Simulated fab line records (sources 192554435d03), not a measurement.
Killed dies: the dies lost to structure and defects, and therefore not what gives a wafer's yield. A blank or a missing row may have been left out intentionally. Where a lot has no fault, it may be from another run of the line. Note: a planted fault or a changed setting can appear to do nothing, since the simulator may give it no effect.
Matching of chambers :: flow n5 finfet :: N5_BEOL_M4_ETCH_74 on rie diel-04: 4 sister chambers
The step etches underlayer in N2/H2, target depth 6.5 nm, time 5.2 s. 4 wafers are shown with their chamber, then 11 later ones without.

WAFERS PAIRED WITH THEIR CHAMBERS
wafer: L081.3
chamber: 0
showerhead plenum p Torr (Torr): 2.59

wafer: L082.1
chamber: 3
showerhead plenum p Torr (Torr): 2.60

wafer: L082.2
chamber: 1
showerhead plenum p Torr (Torr): 2.58

wafer: L088.3
chamber: 2
showerhead plenum p Torr (Torr): 2.42

WAFERS WITH NO CHAMBER GIVEN
wafer: L088.4
showerhead plenum p Torr (Torr): 2.58

wafer: L088.6
showerhead plenum p Torr (Torr): 2.58

wafer: L092.2
showerhead plenum p Torr (Torr): 2.58

wafer: L092.4
showerhead plenum p Torr (Torr): 2.60

wafer: L092.6
showerhead plenum p Torr (Torr): 2.57

wafer: L094.1
showerhead plenum p Torr (Torr): 2.59

wafer: L094.2
showerhead plenum p Torr (Torr): 2.57

wafer: L094.6
showerhead plenum p Torr (Torr): 2.57

wafer: L097.2
showerhead plenum p Torr (Torr): 2.57

wafer: L097.4
showerhead plenum p Torr (Torr): 2.41

wafer: L097.6
showerhead plenum p Torr (Torr): 2.41

CHAMBER TAKEN BY EACH
wafer: L088.4
from the rows above: can't be placed: 1 or 0
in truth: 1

wafer: L088.6
from the rows above: can't be placed: 1 or 0
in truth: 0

wafer: L092.2
from the rows above: can't be placed: 1 or 0
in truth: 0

wafer: L092.4
from the rows above: can't be placed: 3 or 0
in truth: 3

wafer: L092.6
from the rows above: can't be placed: 1 or 0
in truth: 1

wafer: L094.1
from the rows above: can't be placed: 0 or 1 or 3
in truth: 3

wafer: L094.2
from the rows above: can't be placed: 1 or 0
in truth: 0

wafer: L094.6
from the rows above: can't be placed: 1 or 0
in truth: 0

wafer: L097.2
from the rows above: can't be placed: 1 or 0
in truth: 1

wafer: L097.4
from the rows above: 2
in truth: 2

wafer: L097.6
from the rows above: 2
in truth: 2
Correctly placed: 2 of 11. Not placeable from these rows: 9 (in 9, the candidates include the true chamber). Wrongly placed: 0.
How it was worked out, from the rows above alone: a wafer's distance from a chamber is the root of the sum, over the readings, of the square of ((its reading less the chamber's mean) divided by the reading's scatter). If the next closest chamber is less than 2 further off than the closest, the wafer can't be placed; otherwise it belongs to the closest. For every chamber, the mean is computed from those of its wafers that are shown. The scatter: root of mean squared gap, hidden wafer to nearest shown wafer, with one shown wafer a chamber.
